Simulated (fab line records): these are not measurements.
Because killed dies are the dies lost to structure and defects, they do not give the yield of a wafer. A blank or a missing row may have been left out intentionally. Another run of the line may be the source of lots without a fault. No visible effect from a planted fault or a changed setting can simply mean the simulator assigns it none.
Chamber matching :: flow nand-harc :: 4 sister chambers for NHARC_A_CONTACT_ETCH_49 on rie-diel-03
The step etches the open film in N2/H2, target depth 260 nm, time 475.3 s. 19 wafers are shown with their chamber, then 9 later ones without.

== WAFERS PAIRED WITH THEIR CHAMBERS ==
wafer: L877.1
chamber: 3
showerhead-plenum-p-Torr (Torr): 2.15
rf-vpp-V (V): 432
drypump-motor-current-A (A): 6.1

wafer: L877.2
chamber: 2
showerhead-plenum-p-Torr (Torr): 1.90
rf-vpp-V (V): 427
drypump-motor-current-A (A): 5.9

wafer: L877.6
chamber: 2
showerhead-plenum-p-Torr (Torr): 1.90
rf-vpp-V (V): 426
drypump-motor-current-A (A): 6.0

wafer: L880.1
chamber: 0
showerhead-plenum-p-Torr (Torr): 1.91
rf-vpp-V (V): 427
drypump-motor-current-A (A): 5.7

wafer: L880.5
chamber: 1
showerhead-plenum-p-Torr (Torr): 2.16
rf-vpp-V (V): 434
drypump-motor-current-A (A): 6.4

wafer: L880.6
chamber: 2
showerhead-plenum-p-Torr (Torr): 1.90
rf-vpp-V (V): 426
drypump-motor-current-A (A): 6.0

wafer: L881.5
chamber: 3
showerhead-plenum-p-Torr (Torr): 2.15
rf-vpp-V (V): 434
drypump-motor-current-A (A): 6.1

wafer: L881.6
chamber: 2
showerhead-plenum-p-Torr (Torr): 1.90
rf-vpp-V (V): 426
drypump-motor-current-A (A): 6.0

wafer: L882.5
chamber: 1
showerhead-plenum-p-Torr (Torr): 2.16
rf-vpp-V (V): 433
drypump-motor-current-A (A): 6.3

wafer: L882.6
chamber: 0
showerhead-plenum-p-Torr (Torr): 1.91
rf-vpp-V (V): 426
drypump-motor-current-A (A): 5.8

wafer: L883.1
chamber: 0
showerhead-plenum-p-Torr (Torr): 1.91
rf-vpp-V (V): 426
drypump-motor-current-A (A): 5.7

wafer: L883.4
chamber: 1
showerhead-plenum-p-Torr (Torr): 2.16
rf-vpp-V (V): 435
drypump-motor-current-A (A): 6.4

wafer: L883.6
chamber: 3
showerhead-plenum-p-Torr (Torr): 2.15
rf-vpp-V (V): 434
drypump-motor-current-A (A): 6.2

wafer: L890.4
chamber: 0
showerhead-plenum-p-Torr (Torr): 1.90
rf-vpp-V (V): 427
drypump-motor-current-A (A): 5.7

wafer: L890.5
chamber: 3
showerhead-plenum-p-Torr (Torr): 2.14
rf-vpp-V (V): 433
drypump-motor-current-A (A): 6.2

wafer: L890.6
chamber: 0
showerhead-plenum-p-Torr (Torr): 1.90
rf-vpp-V (V): 427
drypump-motor-current-A (A): 5.7

wafer: L892.3
chamber: 1
showerhead-plenum-p-Torr (Torr): 2.15
rf-vpp-V (V): 433
drypump-motor-current-A (A): 6.4

wafer: L892.5
chamber: 3
showerhead-plenum-p-Torr (Torr): 2.14
rf-vpp-V (V): 433
drypump-motor-current-A (A): 6.2

wafer: L892.6
chamber: 0
showerhead-plenum-p-Torr (Torr): 1.90
rf-vpp-V (V): 426
drypump-motor-current-A (A): 5.7

SIGNATURES, as means of the wafers listed above
reading: showerhead-plenum-p-Torr
chamber 0: 1.9050
chamber 1: 2.1575
chamber 2: 1.9000
chamber 3: 2.1460
scatter within a chamber: 0.0048

reading: rf-vpp-V
chamber 0: 426.50
chamber 1: 433.75
chamber 2: 426.25
chamber 3: 433.20
scatter within a chamber: 0.721

reading: drypump-motor-current-A
chamber 0: 5.717
chamber 1: 6.375
chamber 2: 5.975
chamber 3: 6.160
scatter within a chamber: 0.0485
Rule: for each reading, subtract the chamber's mean from the wafer's reading, divide by that reading's scatter and square the result; add these up over the readings and take the root, which gives the wafer's distance from the chamber. The wafer belongs to the nearest chamber; if the next one is less than 2 further off, it can't be placed. The scatter: take each reading less its chamber's mean, square it, sum over the shown wafers, divide by the number of wafers less the number of chambers, and take the root.

== WAFERS WITH NO CHAMBER GIVEN ==
wafer: L894.1
showerhead-plenum-p-Torr (Torr): 1.89
rf-vpp-V (V): 427
drypump-motor-current-A (A): 6.0

wafer: L894.2
showerhead-plenum-p-Torr (Torr): 2.15
rf-vpp-V (V): 434
drypump-motor-current-A (A): 6.3

wafer: L894.5
showerhead-plenum-p-Torr (Torr): 2.15
rf-vpp-V (V): 432
drypump-motor-current-A (A): 6.3

wafer: L898.1
showerhead-plenum-p-Torr (Torr): 1.89
rf-vpp-V (V): 425
drypump-motor-current-A (A): 6.0

wafer: L898.2
showerhead-plenum-p-Torr (Torr): 2.14
rf-vpp-V (V): 434
drypump-motor-current-A (A): 6.2

wafer: L898.5
showerhead-plenum-p-Torr (Torr): 2.15
rf-vpp-V (V): 433
drypump-motor-current-A (A): 6.3

wafer: L896.1
showerhead-plenum-p-Torr (Torr): 1.90
rf-vpp-V (V): 426
drypump-motor-current-A (A): 5.8

wafer: L896.5
showerhead-plenum-p-Torr (Torr): 1.90
rf-vpp-V (V): 427
drypump-motor-current-A (A): 5.7

wafer: L896.6
showerhead-plenum-p-Torr (Torr): 2.15
rf-vpp-V (V): 435
drypump-motor-current-A (A): 6.4

== CHAMBER TAKEN BY EACH ==
wafer: L894.1
from the rows above: 2
in truth: 2

wafer: L894.2
from the rows above: can't be placed: 1 or 3
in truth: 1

wafer: L894.5
from the rows above: can't be placed: 1 or 3
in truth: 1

wafer: L898.1
from the rows above: 2
in truth: 2

wafer: L898.2
from the rows above: 3
in truth: 3

wafer: L898.5
from the rows above: can't be placed: 1 or 3
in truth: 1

wafer: L896.1
from the rows above: can't be placed: 0 or 2
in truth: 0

wafer: L896.5
from the rows above: 0
in truth: 0

wafer: L896.6
from the rows above: 1
in truth: 1
Placed correctly: 5 of 9. These rows do not allow placing 4 (true chamber among the candidates in 4). 0 placed wrongly.
